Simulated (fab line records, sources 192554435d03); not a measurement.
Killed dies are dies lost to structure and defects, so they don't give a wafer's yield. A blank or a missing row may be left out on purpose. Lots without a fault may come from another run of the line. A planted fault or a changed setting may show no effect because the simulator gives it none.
Which tool did it? | flow n5_finfet | 24 lots, 72 wafers sampled, at 6 steps of a route of 1938

WHAT THE GAUGES READ, wafer by wafer
The record holds no reading of a measuring or inspecting step that can be judged against a usual standard deviation.

WHICH TOOL RAN EACH LOT (tool, then ch and the chambers of the sampled wafers, then the start)
lot  | N5_BEOL_M2_PECVD_72             | N5_BEOL_M2_ETCH_77                 | N5_BEOL_M2_STRIP_36                | N5_BEOL_M2_ALD_84                   | N5_BEOL_M2_ANNEAL_87         | N5_BEOL_M2_SPUTTER_96
L074 | pecvd-01 ch 0,1,2, day 6 13:16  | rie_diel-06 ch 0,1,2, day 6 16:44  | rie_diel-06 ch 0,1,3, day 6 18:57  | ald_metal-01 ch 1,2,3, day 6 19:58  | pvd_sputter-02, day 6 21:31  | pvd_sputter-02, day 6 22:32
L075 | pecvd-04 ch 0,2, day 6 21:08    | rie_diel-01 ch 1,2,3, day 7 00:15  | rie_diel-01 ch 1,3, day 7 02:07    | ald_metal-03 ch 0,1,3, day 7 03:04  | pvd_sputter-03, day 7 06:28  | pvd_sputter-03, day 7 07:29
L076 | pecvd-01 ch 1,2, day 6 22:56    | rie_diel-01 ch 1,2, day 7 01:16    | rie_diel-06 ch 0,2,3, day 7 02:09  | ald_metal-04 ch 0,2,3, day 7 03:08  | pvd_sputter-03, day 7 04:37  | pvd_sputter-03, day 7 05:38
L078 | pecvd-02 ch 0,1,2, day 7 12:08  | rie_diel-01 ch 0,1,3, day 7 14:42  | rie_diel-01 ch 0,1,2, day 7 16:17  | ald_metal-04 ch 1,2,3, day 7 16:52  | pvd_sputter-01, day 7 18:14  | pvd_sputter-01, day 7 19:21
L077 | pecvd-01 ch 0,2, day 7 12:32    | rie_diel-01 ch 0,1, day 7 15:08    | rie_diel-04 ch 1,2, day 7 16:19    | ald_metal-03 ch 2,3, day 7 16:57    | pvd_sputter-03, day 7 18:12  | pvd_sputter-03, day 7 19:13
L079 | pecvd-04 ch 0,1,2, day 7 23:53  | rie_diel-01 ch 1,2,3, day 8 02:03  | rie_diel-04 ch 0,1,2, day 8 04:10  | ald_metal-01 ch 0,1,2, day 8 05:10  | pvd_sputter-01, day 8 06:30  | pvd_sputter-01, day 8 07:42
L080 | pecvd-02 ch 1,2, day 8 01:04    | rie_diel-06 ch 0,2,3, day 8 04:21  | rie_diel-06 ch 2,3, day 8 08:13    | ald_metal-03 ch 0,2,3, day 8 08:45  | pvd_sputter-03, day 8 10:02  | pvd_sputter-03, day 8 11:04
L081 | pecvd-01 ch 1,2, day 8 03:09    | rie_diel-01 ch 0,3, day 8 05:20    | rie_diel-04 ch 1,3, day 8 08:57    | ald_metal-04 ch 0,3, day 8 10:01    | pvd_sputter-02, day 8 11:37  | pvd_sputter-02, day 8 12:38
L082 | pecvd-02 ch 0,1,2, day 8 15:34  | rie_diel-06 ch 0,2,3, day 8 17:29  | rie_diel-04 ch 0,2, day 8 23:00    | ald_metal-04 ch 0,1,3, day 8 23:41  | pvd_sputter-01, day 9 01:09  | pvd_sputter-01, day 9 02:10
L083 | pecvd-01 ch 0,1, day 8 18:52    | rie_diel-06 ch 0,2, day 8 20:56    | rie_diel-06 ch 0,3, day 9 07:56    | ald_metal-01 ch 0,1,2, day 9 08:56  | pvd_sputter-01, day 9 10:11  | pvd_sputter-01, day 9 11:13
L084 | pecvd-02 ch 0,2, day 9 00:41    | rie_diel-04 ch 2,3, day 9 03:52    | rie_diel-04 ch 0,1, day 9 08:04    | ald_metal-03 ch 1,2,3, day 9 08:58  | pvd_sputter-02, day 9 10:12  | pvd_sputter-02, day 9 11:13
L085 | pecvd-01 ch 0,1,2, day 9 12:17  | rie_diel-01 ch 1,2,3, day 9 16:25  | rie_diel-04 ch 1,2,3, day 9 17:47  | ald_metal-03 ch 1,2,3, day 9 18:16  | pvd_sputter-01, day 9 20:01  | pvd_sputter-01, day 9 21:02
L086 | pecvd-01 ch 1,2, day 9 15:35    | rie_diel-01 ch 1,2, day 9 17:05    | rie_diel-04 ch 1,2,3, day 9 20:35  | ald_metal-01 ch 1,2,3, day 9 21:28  | pvd_sputter-01, day 9 22:42  | pvd_sputter-01, day 9 23:43
L087 | pecvd-02 ch 0,1, day 9 18:50    | rie_diel-06 ch 1,2,3, day 9 22:47  | rie_diel-01 ch 1,2,3, day 10 01:50 | ald_metal-01 ch 1,2, day 10 02:58   | pvd_sputter-01, day 10 04:14 | pvd_sputter-01, day 10 05:16
L088 | pecvd-04 ch 1,2, day 9 21:11    | rie_diel-06 ch 0,2,3, day 9 23:23  | rie_diel-01 ch 1,2,3, day 10 02:32 | ald_metal-01 ch 0,1,2, day 10 03:30 | pvd_sputter-02, day 10 04:49 | pvd_sputter-02, day 10 05:50
L089 | pecvd-01 ch 0,2, day 10 07:14   | rie_diel-01 ch 0,2, day 10 11:46   | rie_diel-01 ch 0,2, day 10 13:10   | ald_metal-03 ch 0,1,3, day 10 13:43 | pvd_sputter-03, day 10 15:11 | pvd_sputter-03, day 10 16:12
L091 | pecvd-01 ch 1,2, day 10 14:12   | rie_diel-01 ch 0,3, day 10 15:42   | rie_diel-01 ch 0,3, day 10 20:01   | ald_metal-01 ch 2,3, day 10 20:43   | pvd_sputter-01, day 10 22:00 | pvd_sputter-01, day 10 23:01
L090 | pecvd-02 ch 0,2, day 10 17:24   | rie_diel-04 ch 0,2,3, day 10 19:22 | rie_diel-04 ch 0,1,3, day 11 08:25 | ald_metal-04 ch 1,2,3, day 11 09:03 | pvd_sputter-03, day 11 10:25 | pvd_sputter-03, day 11 11:26
L092 | pecvd-04 ch 0,1,2, day 11 05:15 | rie_diel-01 ch 0,2,3, day 11 09:12 | rie_diel-06 ch 0,2,3, day 11 11:23 | ald_metal-01 ch 0,1,3, day 11 12:13 | pvd_sputter-01, day 11 13:33 | pvd_sputter-01, day 11 14:34
L093 | pecvd-01 ch 0,1, day 11 08:14   | rie_diel-04 ch 0,1,3, day 11 10:06 | rie_diel-01 ch 1,2,3, day 11 16:28 | ald_metal-03 ch 1,2,3, day 11 17:13 | pvd_sputter-01, day 11 18:44 | pvd_sputter-01, day 11 19:45
L094 | pecvd-04 ch 0,2, day 11 12:29   | rie_diel-01 ch 0,1,2, day 11 14:13 | rie_diel-04 ch 0,1,2, day 11 16:32 | ald_metal-01 ch 0,2, day 11 17:50   | pvd_sputter-02, day 11 19:05 | pvd_sputter-02, day 11 20:06
L095 | pecvd-04 ch 0,1,2, day 11 21:06 | rie_diel-01 ch 0,1,2, day 11 23:02 | rie_diel-06 ch 2,3, day 12 02:32   | ald_metal-04 ch 0,3, day 12 03:15   | pvd_sputter-03, day 12 04:47 | pvd_sputter-03, day 12 05:48
L096 | pecvd-02 ch 1,2, day 12 00:53   | rie_diel-06 ch 0,2,3, day 12 04:19 | rie_diel-01 ch 0,2, day 12 05:44   | ald_metal-01 ch 2,3, day 12 06:26   | pvd_sputter-02, day 12 07:46 | pvd_sputter-02, day 12 08:47
L097 | pecvd-02 ch 1,2, day 12 04:18   | rie_diel-04 ch 1,2,3, day 12 07:50 | rie_diel-04 ch 1,3, day 12 09:31   | ald_metal-04 ch 0,1,3, day 12 10:17 | pvd_sputter-03, day 12 11:29 | pvd_sputter-03, day 12 12:31
- N5_BEOL_M2_PECVD_72: deposits SiO2 from TEOS/O2, target thk 16 nm, time 18 s.
- N5_BEOL_M2_ETCH_77: etches underlayer in N2/H2, target depth 6.5 nm, time 5.2 s.
- N5_BEOL_M2_STRIP_36: strips in N2/H2.
- N5_BEOL_M2_ALD_84: deposits TaN, pulse time 2 s, purge time 3 s, co reactant purge time 2 s.
- N5_BEOL_M2_ANNEAL_87: time 240 s.
- N5_BEOL_M2_SPUTTER_96: material Cu, target thk 4.5 nm, time 8.29 s.

WHAT THE TOOLS THEMSELVES READ (means of the sampled wafers that have a number; where no wafer has one, the mark that the record gives instead)
N5_BEOL_M2_PECVD_72.
lot  | tool     | heater_power_w (W) | rf_fwd_power_W (W) | showerhead_plenum_p_Torr (Torr) | throttle_valve_pct (%)
L074 | pecvd-01 | 660                | 443.9              | 8.83                            | 21.9
L075 | pecvd-04 | 647                | 444.6              | 8.81                            | 21.2
L076 | pecvd-01 | 737                | 442.4              | 8.85                            | 22.0
L078 | pecvd-02 | 735                | 443.2              | 8.77                            | 23.5
L077 | pecvd-01 | 647                | 446.7              | 8.84                            | 21.6
L079 | pecvd-04 | 750                | 446.3              | 8.82                            | 21.8
L080 | pecvd-02 | 860                | 443.4              | 8.77                            | 23.6
L081 | pecvd-01 | 689                | 443.5              | 8.85                            | 22.1
L082 | pecvd-02 | 757                | 443.5              | 8.75                            | 23.5
L083 | pecvd-01 | 597                | 443.3              | 8.83                            | 22.0
L084 | pecvd-02 | 812                | 444.2              | 8.74                            | 23.5
L085 | pecvd-01 | 662                | 445.3              | 8.85                            | 21.8
L086 | pecvd-01 | 725                | 443.8              | 8.85                            | 22.1
L087 | pecvd-02 | 695                | 445.3              | 8.80                            | 23.7
L088 | pecvd-04 | 672                | 445.3              | 8.77                            | 21.7
L089 | pecvd-01 | 769                | 445.7              | 8.84                            | 21.7
L091 | pecvd-01 | 698                | 444.4              | 8.85                            | 22.1
L090 | pecvd-02 | 841                | 444.2              | 8.73                            | 21.2
L092 | pecvd-04 | 694                | 446.6              | 8.81                            | 22.0
L093 | pecvd-01 | 647                | 444.4              | 8.83                            | 21.9
L094 | pecvd-04 | 560                | 444.4              | 8.80                            | 21.0
L095 | pecvd-04 | 727                | 443.4              | 8.82                            | 21.9
L096 | pecvd-02 | 797                | 444.5              | 8.78                            | 22.8
L097 | pecvd-02 | 926                | 445.0              | 8.75                            | 21.4

N5_BEOL_M2_ETCH_77.
lot  | tool        | drypump_motor_current_A (A) | etch_rf_on_time_s (s) | oes_product_au (a.u.) | rf_fwd_power_W (W) | rf_vpp_V (V) | showerhead_plenum_p_Torr (Torr) | throttle_valve_pct (%)
L074 | rie_diel-06 | 5.4                         | 5.18                  | 0.62                  | 819.5              | 525.1        | 2.56                            | 17.98
L075 | rie_diel-01 | 5.4                         | 5.19                  | 0.75                  | 819.6              | 523.1        | 2.55                            | 17.64
L076 | rie_diel-01 | 5.1                         | 5.16                  | 0.75                  | 821.5              | 522.8        | 2.51                            | 17.59
L078 | rie_diel-01 | 5.3                         | 5.16                  | 0.80                  | 821.8              | 525.0        | 2.57                            | 17.74
L077 | rie_diel-01 | 5.2                         | 5.11                  | 0.82                  | 822.1              | 525.3        | 2.58                            | 17.85
L079 | rie_diel-01 | 5.4                         | 5.26                  | 0.73                  | 819.0              | 523.8        | 2.54                            | 17.66
L080 | rie_diel-06 | 5.9                         | 5.26                  | 0.70                  | 822.3              | 525.1        | 2.60                            | 17.80
L081 | rie_diel-01 | 5.7                         | 5.21                  | 0.78                  | 819.0              | 525.2        | 2.60                            | 17.80
L082 | rie_diel-06 | 5.9                         | 5.23                  | 0.70                  | 821.3              | 525.8        | 2.60                            | 17.81
L083 | rie_diel-06 | 5.4                         | 5.18                  | 0.75                  | 820.1              | 523.7        | 2.55                            | 17.71
L084 | rie_diel-04 | 6.2                         | 5.11                  | 0.74                  | 816.0              | 526.3        | 2.62                            | 17.79
L085 | rie_diel-01 | 5.4                         | 5.22                  | 0.71                  | 818.1              | 523.1        | 2.54                            | 17.69
L086 | rie_diel-01 | 5.3                         | 5.21                  | 0.65                  | 815.7              | 523.2        | 2.52                            | 17.70
L087 | rie_diel-06 | 5.8                         | 5.22                  | 0.66                  | 818.9              | 523.6        | 2.54                            | 17.82
L088 | rie_diel-06 | 5.9                         | 5.25                  | 0.67                  | 820.1              | 524.0        | 2.59                            | 17.84
L089 | rie_diel-01 | 5.4                         | 5.21                  | 0.67                  | 816.8              | 524.7        | 2.55                            | 17.86
L091 | rie_diel-01 | 5.5                         | 5.16                  | 0.77                  | 820.9              | 525.6        | 2.60                            | 17.95
L090 | rie_diel-04 | 5.9                         | 5.10                  | 0.74                  | 819.1              | 524.1        | 2.54                            | 17.83
L092 | rie_diel-01 | 5.5                         | 5.18                  | 0.70                  | 820.7              | 524.3        | 2.57                            | 17.87
L093 | rie_diel-04 | 5.6                         | 5.20                  | 0.66                  | 818.2              | 521.1        | 2.47                            | 17.90
L094 | rie_diel-01 | 5.3                         | 5.12                  | 0.70                  | 817.4              | 523.3        | 2.53                            | 17.82
L095 | rie_diel-01 | 5.2                         | 5.14                  | 0.70                  | 821.9              | 524.0        | 2.53                            | 17.82
L096 | rie_diel-06 | 5.9                         | 5.21                  | 0.66                  | 818.6              | 523.5        | 2.59                            | 17.86
L097 | rie_diel-04 | 5.9                         | 5.12                  | 0.65                  | 819.3              | 524.3        | 2.53                            | 17.88

N5_BEOL_M2_STRIP_36.
lot  | tool        | drypump_motor_current_A (A) | oes_product_au (a.u.) | rf_vpp_V (V) | showerhead_plenum_p_Torr (Torr) | throttle_valve_pct (%)
L074 | rie_diel-06 | 5.9                         | 0.74                  | 60.2         | 2.60                            | 23.61
L075 | rie_diel-01 | 5.2                         | 0.94                  | 59.3         | 2.53                            | 23.38
L076 | rie_diel-06 | 5.9                         | 0.74                  | 59.0         | 2.60                            | 23.63
L078 | rie_diel-01 | 5.2                         | 0.88                  | 58.4         | 2.54                            | 23.62
L077 | rie_diel-04 | 5.9                         | 0.79                  | 59.0         | 2.59                            | 23.83
L079 | rie_diel-04 | 5.9                         | 0.78                  | 58.6         | 2.58                            | 23.89
L080 | rie_diel-06 | 6.3                         | 0.82                  | 59.8         | 2.59                            | 23.45
L081 | rie_diel-04 | 5.6                         | 0.71                  | 58.9         | 2.48                            | 23.71
L082 | rie_diel-04 | 5.9                         | 0.78                  | 60.3         | 2.57                            | 23.95
L083 | rie_diel-06 | 5.9                         | 0.74                  | 58.8         | 2.64                            | 23.65
L084 | rie_diel-04 | 5.6                         | 0.69                  | 58.9         | 2.50                            | 24.00
L085 | rie_diel-04 | 5.9                         | 0.78                  | 59.7         | 2.54                            | 23.69
L086 | rie_diel-04 | 5.9                         | 0.78                  | 59.1         | 2.54                            | 23.69
L087 | rie_diel-01 | 5.4                         | 0.83                  | 58.4         | 2.53                            | 23.48
L088 | rie_diel-01 | 5.4                         | 0.82                  | 58.5         | 2.53                            | 23.47
L089 | rie_diel-01 | 5.5                         | 0.78                  | 59.9         | 2.55                            | 23.67
L091 | rie_diel-01 | 5.7                         | 0.88                  | 59.1         | 2.59                            | 23.63
L090 | rie_diel-04 | 5.6                         | 0.78                  | 58.2         | 2.47                            | 23.71
L092 | rie_diel-06 | 5.9                         | 0.78                  | 59.8         | 2.59                            | 23.56
L093 | rie_diel-01 | 5.4                         | 0.80                  | 58.9         | 2.52                            | 23.50
L094 | rie_diel-04 | 5.9                         | 0.83                  | 58.8         | 2.57                            | 23.83
L095 | rie_diel-06 | 5.9                         | 0.83                  | 60.5         | 2.53                            | 23.43
L096 | rie_diel-01 | 5.4                         | 0.76                  | 58.5         | 2.54                            | 23.69
L097 | rie_diel-04 | 5.6                         | 0.68                  | 60.0         | 2.47                            | 23.76

N5_BEOL_M2_ALD_84.
lot  | tool         | heater_power_w (W)
L074 | ald_metal-01 | 473
L075 | ald_metal-03 | 416
L076 | ald_metal-04 | 406
L078 | ald_metal-04 | 442
L077 | ald_metal-03 | 436
L079 | ald_metal-01 | 455
L080 | ald_metal-03 | 414
L081 | ald_metal-04 | 388
L082 | ald_metal-04 | 423
L083 | ald_metal-01 | 457
L084 | ald_metal-03 | 432
L085 | ald_metal-03 | 430
L086 | ald_metal-01 | 468
L087 | ald_metal-01 | 479
L088 | ald_metal-01 | 454
L089 | ald_metal-03 | 415
L091 | ald_metal-01 | 464
L090 | ald_metal-04 | 435
L092 | ald_metal-01 | 426
L093 | ald_metal-03 | 428
L094 | ald_metal-01 | 483
L095 | ald_metal-04 | 386
L096 | ald_metal-01 | 464
L097 | ald_metal-04 | 422

N5_BEOL_M2_ANNEAL_87.
lot  | tool           | heater_power_w (W)
L074 | pvd_sputter-02 | 904
L075 | pvd_sputter-03 | 938
L076 | pvd_sputter-03 | 929
L078 | pvd_sputter-01 | 875
L077 | pvd_sputter-03 | 807
L079 | pvd_sputter-01 | 801
L080 | pvd_sputter-03 | 931
L081 | pvd_sputter-02 | 860
L082 | pvd_sputter-01 | 868
L083 | pvd_sputter-01 | 873
L084 | pvd_sputter-02 | 853
L085 | pvd_sputter-01 | 833
L086 | pvd_sputter-01 | 825
L087 | pvd_sputter-01 | 869
L088 | pvd_sputter-02 | 893
L089 | pvd_sputter-03 | 916
L091 | pvd_sputter-01 | 814
L090 | pvd_sputter-03 | 1067
L092 | pvd_sputter-01 | 876
L093 | pvd_sputter-01 | 805
L094 | pvd_sputter-02 | 892
L095 | pvd_sputter-03 | 797
L096 | pvd_sputter-02 | 841
L097 | pvd_sputter-03 | 1031

N5_BEOL_M2_SPUTTER_96.
lot  | tool           | throttle_valve_pct (%)
L074 | pvd_sputter-02 | 30.3
L075 | pvd_sputter-03 | 29.6
L076 | pvd_sputter-03 | 28.9
L078 | pvd_sputter-01 | 30.4
L077 | pvd_sputter-03 | 30.3
L079 | pvd_sputter-01 | 30.1
L080 | pvd_sputter-03 | 28.8
L081 | pvd_sputter-02 | 30.3
L082 | pvd_sputter-01 | 30.0
L083 | pvd_sputter-01 | 30.4
L084 | pvd_sputter-02 | 28.8
L085 | pvd_sputter-01 | 30.5
L086 | pvd_sputter-01 | 30.4
L087 | pvd_sputter-01 | 30.4
L088 | pvd_sputter-02 | 30.3
L089 | pvd_sputter-03 | 30.9
L091 | pvd_sputter-01 | 30.2
L090 | pvd_sputter-03 | 29.1
L092 | pvd_sputter-01 | 30.7
L093 | pvd_sputter-01 | 30.1
L094 | pvd_sputter-02 | 30.4
L095 | pvd_sputter-03 | 29.4
L096 | pvd_sputter-02 | 28.8
L097 | pvd_sputter-03 | 30.2

THE ANSWER, worked out from the rows above alone
Rule: what is usual is taken from the lots themselves. Put in order of their means at a reading, lots are off if they are a third of the lots or fewer, leave a main group of 4 or more, and stand apart from it by a gap of 3 or more times the standard deviation of the main group's means; of several such gaps the widest counts. A main group whose means are all the same, to the digits that the tables above print for the reading, isn't used. A lot without any number at a reading at which 4 lots or more have one is off too. The other lots that the step has rows for count as sound. The gauges are gone through in route order, then the tools' own readings, and for those a lot's mean is taken as printed above. The first step at which some lot is off is used, and at that step the reading that is off furthest; a lot without a number counts as furthest.
No lot is off at any reading shown: from this, nothing can be told.

WHAT THE SIMULATOR HAD PUT IN
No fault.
